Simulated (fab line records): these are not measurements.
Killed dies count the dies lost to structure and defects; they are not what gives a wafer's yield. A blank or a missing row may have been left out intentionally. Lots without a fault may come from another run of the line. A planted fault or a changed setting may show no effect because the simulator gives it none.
Which tool is to blame? :: flow n5-finfet :: 10 lots with 30 wafers sampled at 5 steps, on a route of 1938 steps

== WHAT EACH GAUGE READ, for each wafer ==
N5_BEOL_M7_THK_MEAS_01. Usual: M7_ILD_THK gives 154.7 nm (standard deviation 1.8).
lot: L652
measured: day 8 21:52
on: film-metro-02
M7_ILD_THK (nm): 153.0 153.9 156.8
flag: 

lot: L653
measured: day 9 08:06
on: film-metro-02
M7_ILD_THK (nm): 152.2 154.0 156.2
flag: 

lot: L659
measured: day 10 20:14
on: film-metro-01
M7_ILD_THK (nm): 152.8 151.8 167.3
flag: 

lot: L662
measured: day 11 01:37
on: film-metro-02
M7_ILD_THK (nm): 153.2 152.1 171.5
flag: 

lot: L660
measured: day 11 06:19
on: film-metro-01
M7_ILD_THK (nm): 152.3 165.7 155.3
flag: 

lot: L665
measured: day 12 14:43
on: film-metro-02
M7_ILD_THK (nm): 155.9 157.2 159.1
flag: 

lot: L666
measured: day 12 16:21
on: film-metro-02
M7_ILD_THK (nm): 153.6 153.3 156.7
flag: 

lot: L670
measured: day 13 13:53
on: film-metro-01
M7_ILD_THK (nm): 160.1 157.5 158.6
flag: 

lot: L674
measured: day 14 09:25
on: film-metro-02
M7_ILD_THK (nm): 153.4 155.9 158.6
flag: 

lot: L675
measured: day 14 16:48
on: film-metro-01
M7_ILD_THK (nm): 152.8 155.0 154.2
flag: 

== WHICH TOOL RAN EACH LOT (tool, then ch and the chambers of the sampled wafers, then the start) ==
lot: L652
N5_BEOL_M6_VIA_ETCH_34: rie-diel-01 ch 0,1,3, day 8 17:01
N5_BEOL_M6_DEP_56: pecvd-03 ch 0,2, day 8 21:08
N5_BEOL_M7_ILD_DEP_00: pecvd-01 ch 0,1,2, day 8 21:17
N5_BEOL_M7_CURE_74: uv-cure-03 ch 1, day 8 21:26

lot: L653
N5_BEOL_M6_VIA_ETCH_34: rie-diel-06 ch 1,2, day 9 02:31
N5_BEOL_M6_DEP_56: pecvd-04 ch 0,2, day 9 07:23
N5_BEOL_M7_ILD_DEP_00: pecvd-02 ch 0,1, day 9 07:31
N5_BEOL_M7_CURE_74: uv-cure-01 ch 1, day 9 07:35

lot: L659
N5_BEOL_M6_VIA_ETCH_34: rie-diel-06 ch 1,2,3, day 10 16:35
N5_BEOL_M6_DEP_56: pecvd-03 ch 0,1,2, day 10 19:31
N5_BEOL_M7_ILD_DEP_00: pecvd-01 ch 0,1,2, day 10 19:39
N5_BEOL_M7_CURE_74: uv-cure-01 ch 0, day 10 19:43

lot: L662
N5_BEOL_M6_VIA_ETCH_34: rie-diel-02 ch 1,2,3, day 10 21:38
N5_BEOL_M6_DEP_56: pecvd-02 ch 0,1,2, day 11 00:26
N5_BEOL_M7_ILD_DEP_00: pecvd-01 ch 0,1,2, day 11 00:34
N5_BEOL_M7_CURE_74: uv-cure-01 ch 0, day 11 00:38

lot: L660
N5_BEOL_M6_VIA_ETCH_34: rie-diel-06 ch 1,2,3, day 11 02:32
N5_BEOL_M6_DEP_56: pecvd-02 ch 0,1, day 11 05:37
N5_BEOL_M7_ILD_DEP_00: pecvd-01 ch 0,2, day 11 05:44
N5_BEOL_M7_CURE_74: uv-cure-01 ch 2, day 11 05:49

lot: L665
N5_BEOL_M6_VIA_ETCH_34: rie-diel-02 ch 1,2,3, day 12 10:08
N5_BEOL_M6_DEP_56: pecvd-02 ch 0,1, day 12 14:01
N5_BEOL_M7_ILD_DEP_00: pecvd-02 ch 1,2, day 12 14:08
N5_BEOL_M7_CURE_74: uv-cure-02 ch 0, day 12 14:13

lot: L666
N5_BEOL_M6_VIA_ETCH_34: rie-diel-02 ch 0,2, day 12 13:12
N5_BEOL_M6_DEP_56: pecvd-02 ch 0,1,2, day 12 15:38
N5_BEOL_M7_ILD_DEP_00: pecvd-02 ch 0,1, day 12 15:46
N5_BEOL_M7_CURE_74: uv-cure-03 ch 1, day 12 15:55

lot: L670
N5_BEOL_M6_VIA_ETCH_34: rie-diel-06 ch 1,2,3, day 13 09:09
N5_BEOL_M6_DEP_56: pecvd-04 ch 0,1,2, day 13 13:11
N5_BEOL_M7_ILD_DEP_00: pecvd-02 ch 0,1,2, day 13 13:19
N5_BEOL_M7_CURE_74: uv-cure-03 ch 2, day 13 13:37

lot: L674
N5_BEOL_M6_VIA_ETCH_34: rie-diel-02 ch 0,1,2, day 14 05:58
N5_BEOL_M6_DEP_56: pecvd-03 ch 0,1,2, day 14 08:43
N5_BEOL_M7_ILD_DEP_00: pecvd-01 ch 0,1,2, day 14 08:50
N5_BEOL_M7_CURE_74: uv-cure-03 ch 0, day 14 08:55

lot: L675
N5_BEOL_M6_VIA_ETCH_34: rie-diel-01 ch 1,2, day 14 13:26
N5_BEOL_M6_DEP_56: pecvd-03 ch 0,1,2, day 14 16:05
N5_BEOL_M7_ILD_DEP_00: pecvd-01 ch 0,2, day 14 16:13
N5_BEOL_M7_CURE_74: uv-cure-01 ch 1, day 14 16:16
- N5_BEOL_M6_VIA_ETCH_34: etches SiCOH lowk in C4F6/O2, target depth 126.3 nm, time 50.9 s.
- N5_BEOL_M6_DEP_56: deposits SiCN from 3MS/NH3, target thk 10 nm, time 17.5 s.
- N5_BEOL_M7_ILD_DEP_00: deposits SiCOH lowk from DEMS/porogen, target thk 179.75 nm, time 33.4 s.
- N5_BEOL_M7_CURE_74: cures SiCOH lowk, time 240 s.

== WHAT THE TOOLS THEMSELVES READ (means of the sampled wafers that have a number; where no wafer has one, the mark that the record gives instead) ==
N5_BEOL_M6_VIA_ETCH_34. Usual: drypump-motor-current-A 5.8 A, standard deviation 0.44; oes_o_777_au 0.79 a.u., standard deviation 0.075; oes-product-au 0.79 a.u., standard deviation 0.078; rf-vpp-V 664 V, standard deviation 4.6; showerhead-plenum-p-Torr 2.88 Torr, standard deviation 0.1; throttle-valve-pct 20.88 %, standard deviation 0.24.
lot: L652
tool: rie-diel-01
drypump-motor-current-A (A): 5.8
oes_o_777_au (a.u.): 0.78
oes-product-au (a.u.): 0.78
rf-vpp-V (V): 666
showerhead-plenum-p-Torr (Torr): 2.90
throttle-valve-pct (%): 20.90
flag: 

lot: L653
tool: rie-diel-06
drypump-motor-current-A (A): 5.3
oes_o_777_au (a.u.): 0.79
oes-product-au (a.u.): 0.79
rf-vpp-V (V): 661
showerhead-plenum-p-Torr (Torr): 2.89
throttle-valve-pct (%): 21.08
flag: 

lot: L659
tool: rie-diel-06
drypump-motor-current-A (A): 5.6
oes_o_777_au (a.u.): 0.78
oes-product-au (a.u.): 0.78
rf-vpp-V (V): 660
showerhead-plenum-p-Torr (Torr): 2.85
throttle-valve-pct (%): 21.06
flag: 

lot: L662
tool: rie-diel-02
drypump-motor-current-A (A): 6.2
oes_o_777_au (a.u.): 0.74
oes-product-au (a.u.): 0.73
rf-vpp-V (V): 664
showerhead-plenum-p-Torr (Torr): 2.88
throttle-valve-pct (%): 20.84
flag: 

lot: L660
tool: rie-diel-06
drypump-motor-current-A (A): 5.6
oes_o_777_au (a.u.): 0.78
oes-product-au (a.u.): 0.78
rf-vpp-V (V): 660
showerhead-plenum-p-Torr (Torr): 2.85
throttle-valve-pct (%): 21.07
flag: 

lot: L665
tool: rie-diel-02
drypump-motor-current-A (A): 6.2
oes_o_777_au (a.u.): 0.74
oes-product-au (a.u.): 0.73
rf-vpp-V (V): 664
showerhead-plenum-p-Torr (Torr): 2.87
throttle-valve-pct (%): 20.85
flag: 

lot: L666
tool: rie-diel-02
drypump-motor-current-A (A): 5.9
oes_o_777_au (a.u.): 0.82
oes-product-au (a.u.): 0.80
rf-vpp-V (V): 666
showerhead-plenum-p-Torr (Torr): 2.99
throttle-valve-pct (%): 20.74
flag: 

lot: L670
tool: rie-diel-06
drypump-motor-current-A (A): 5.6
oes_o_777_au (a.u.): 0.76
oes-product-au (a.u.): 0.75
rf-vpp-V (V): 660
showerhead-plenum-p-Torr (Torr): 2.84
throttle-valve-pct (%): 21.10
flag: 

lot: L674
tool: rie-diel-02
drypump-motor-current-A (A): 6.0
oes_o_777_au (a.u.): 0.86
oes-product-au (a.u.): 0.86
rf-vpp-V (V): 662
showerhead-plenum-p-Torr (Torr): 2.96
throttle-valve-pct (%): 20.68
flag: 

lot: L675
tool: rie-diel-01
drypump-motor-current-A (A): 5.4
oes_o_777_au (a.u.): 0.82
oes-product-au (a.u.): 0.82
rf-vpp-V (V): 666
showerhead-plenum-p-Torr (Torr): 2.95
throttle-valve-pct (%): 20.81
flag: 

N5_BEOL_M6_DEP_56. Usual: showerhead-plenum-p-Torr 3.660 Torr, standard deviation 0.013; throttle-valve-pct 9.0 %, standard deviation 0.53.
lot: L652
tool: pecvd-03
showerhead-plenum-p-Torr (Torr): 3.657
throttle-valve-pct (%): 8.8
flag: 

lot: L653
tool: pecvd-04
showerhead-plenum-p-Torr (Torr): 3.655
throttle-valve-pct (%): 8.7
flag: 

lot: L659
tool: pecvd-03
showerhead-plenum-p-Torr (Torr): 3.662
throttle-valve-pct (%): 9.4
flag: 

lot: L662
tool: pecvd-02
showerhead-plenum-p-Torr (Torr): 3.660
throttle-valve-pct (%): 9.1
flag: 

lot: L660
tool: pecvd-02
showerhead-plenum-p-Torr (Torr): 3.666
throttle-valve-pct (%): 9.6
flag: 

lot: L665
tool: pecvd-02
showerhead-plenum-p-Torr (Torr): 3.662
throttle-valve-pct (%): 9.6
flag: 

lot: L666
tool: pecvd-02
showerhead-plenum-p-Torr (Torr): 3.662
throttle-valve-pct (%): 9.1
flag: 

lot: L670
tool: pecvd-04
showerhead-plenum-p-Torr (Torr): 3.652
throttle-valve-pct (%): 8.7
flag: 

lot: L674
tool: pecvd-03
showerhead-plenum-p-Torr (Torr): 3.660
throttle-valve-pct (%): 9.1
flag: 

lot: L675
tool: pecvd-03
showerhead-plenum-p-Torr (Torr): 3.673
throttle-valve-pct (%): 9.3
flag: 

N5_BEOL_M7_ILD_DEP_00. Usual: heater-power-w 291 W, standard deviation 44; showerhead-plenum-p-Torr 5.734 Torr, standard deviation 0.02; susceptor-temp-C 299.96 C, standard deviation 0.2; throttle-valve-pct 13.7 %, standard deviation 0.56.
lot: L652
tool: pecvd-01
heater-power-w (W): 285
showerhead-plenum-p-Torr (Torr): 5.731
susceptor-temp-C (C): 300.20
throttle-valve-pct (%): 13.8
flag: 

lot: L653
tool: pecvd-02
heater-power-w (W): 289
showerhead-plenum-p-Torr (Torr): 5.736
susceptor-temp-C (C): 299.93
throttle-valve-pct (%): 14.5
flag: 

lot: L659
tool: pecvd-01
heater-power-w (W): 262
showerhead-plenum-p-Torr (Torr): 5.742
susceptor-temp-C (C): 295.20
throttle-valve-pct (%): 13.7
flag: OFF

lot: L662
tool: pecvd-01
heater-power-w (W): 268
showerhead-plenum-p-Torr (Torr): 5.738
susceptor-temp-C (C): 294.97
throttle-valve-pct (%): 13.7
flag: OFF

lot: L660
tool: pecvd-01
heater-power-w (W): 261
showerhead-plenum-p-Torr (Torr): 5.735
susceptor-temp-C (C): 294.93
throttle-valve-pct (%): 13.4
flag: OFF

lot: L665
tool: pecvd-02
heater-power-w (W): 276
showerhead-plenum-p-Torr (Torr): 5.735
susceptor-temp-C (C): 299.89
throttle-valve-pct (%): 13.7
flag: 

lot: L666
tool: pecvd-02
heater-power-w (W): 260
showerhead-plenum-p-Torr (Torr): 5.738
susceptor-temp-C (C): 300.02
throttle-valve-pct (%): 14.5
flag: 

lot: L670
tool: pecvd-02
heater-power-w (W): 316
showerhead-plenum-p-Torr (Torr): 5.735
susceptor-temp-C (C): 300.21
throttle-valve-pct (%): 13.9
flag: 

lot: L674
tool: pecvd-01
heater-power-w (W): 263
showerhead-plenum-p-Torr (Torr): 5.740
susceptor-temp-C (C): 299.89
throttle-valve-pct (%): 13.8
flag: 

lot: L675
tool: pecvd-01
heater-power-w (W): 314
showerhead-plenum-p-Torr (Torr): 5.730
susceptor-temp-C (C): 299.79
throttle-valve-pct (%): 13.5
flag: 

N5_BEOL_M7_CURE_74. Usual: lamp-power-pct 52.31 %, standard deviation 0.054; wafer_temp_C_max 386.6, standard deviation 0.5.
lot: L652
tool: uv-cure-03
lamp-power-pct (%): 52.28
wafer_temp_C_max: 387.2
flag: 

lot: L653
tool: uv-cure-01
lamp-power-pct (%): 52.35
wafer_temp_C_max: 386.1
flag: 

lot: L659
tool: uv-cure-01
lamp-power-pct (%): 52.29
wafer_temp_C_max: 387.5
flag: 

lot: L662
tool: uv-cure-01
lamp-power-pct (%): 52.32
wafer_temp_C_max: 387.4
flag: 

lot: L660
tool: uv-cure-01
lamp-power-pct (%): 52.32
wafer_temp_C_max: 386.2
flag: 

lot: L665
tool: uv-cure-02
lamp-power-pct (%): 52.33
wafer_temp_C_max: 386.4
flag: 

lot: L666
tool: uv-cure-03
lamp-power-pct (%): 52.28
wafer_temp_C_max: 387.4
flag: 

lot: L670
tool: uv-cure-03
lamp-power-pct (%): 52.34
wafer_temp_C_max: 386.5
flag: 

lot: L674
tool: uv-cure-03
lamp-power-pct (%): 52.30
wafer_temp_C_max: 386.5
flag: 

lot: L675
tool: uv-cure-01
lamp-power-pct (%): 52.28
wafer_temp_C_max: 386.3
flag: 

== THE ANSWER, worked out from the rows above alone ==
Rule: a lot is off if the mean of its wafers that have a number lies more than 3 standard deviations from the usual mean. A lot without any number at a reading at which 4 lots or more have one is off too. Where the step has rows for the other lots, those lots are counted as sound. First the gauges in route order, then the tools' own readings, where a lot's mean is used as printed above. At the first step where some lot is off, the reading lying furthest off is the one used; lots without a number count as furthest.
Off: L659, L662, L660, at N5_BEOL_M7_ILD_DEP_00 (susceptor-temp-C).
A tool fits if, at that step or a process step before it, it ran every lot that is off, and no sound lot after the first of them. Not one of the candidates tried fits.

== WHAT HAD BEEN PUT IN BY THE SIMULATOR ==
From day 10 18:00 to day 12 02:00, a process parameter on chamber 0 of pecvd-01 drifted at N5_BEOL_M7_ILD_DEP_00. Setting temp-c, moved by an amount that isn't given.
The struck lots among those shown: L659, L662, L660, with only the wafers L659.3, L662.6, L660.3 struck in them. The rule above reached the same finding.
